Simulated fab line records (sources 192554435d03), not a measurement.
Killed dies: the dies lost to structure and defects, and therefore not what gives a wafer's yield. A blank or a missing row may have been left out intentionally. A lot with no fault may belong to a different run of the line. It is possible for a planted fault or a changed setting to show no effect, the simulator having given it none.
Matching of chambers ; flow n5Finfet ; pecvd-03 running N5_BEOL_M5_PECVD_70: 3 sister chambers
The step deposits SiO2 from TEOS/O2, target thk 16 nm, time 18 s. 3 wafers are shown with their chamber, then 7 later ones without.

WAFERS, EACH WITH ITS CHAMBER
wafer;chamber;showerheadPlenumPTorr (Torr)
L355.6;0;8.82
L356.2;1;8.73
L356.5;2;8.73

WAFERS WITHOUT THEIR CHAMBER
wafer;showerheadPlenumPTorr (Torr)
L356.6;8.74
L357.1;8.76
L357.3;8.75
L357.4;8.83
L358.2;8.84
L358.3;8.79
L358.5;8.73

THE CHAMBER EACH PASSED THROUGH
wafer;from the rows above;in truth
L356.6;can't be placed: 1 or 2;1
L357.1;can't be placed: 1 or 2 or 0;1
L357.3;can't be placed: 1 or 2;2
L357.4;0;0
L358.2;0;0
L358.3;can't be placed: 0 or 1 or 2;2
L358.5;can't be placed: 1 or 2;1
Correctly placed: 2 of 7. Can't be placed from these rows: 5 (the true chamber is among the candidates in 5). Wrongly placed: 0.
How it was worked out, from the rows above alone: a wafer's distance from a chamber is the root of the sum, over the readings, of the square of ((its reading less the chamber's mean) divided by the reading's scatter). If the next closest chamber is less than 2 further off than the closest, the wafer can't be placed; otherwise it belongs to the closest. For every chamber, the mean is computed from those of its wafers that are shown. The scatter: with one shown wafer a chamber, the root of the mean of the squares of how far each hidden wafer lies from its nearest shown one.
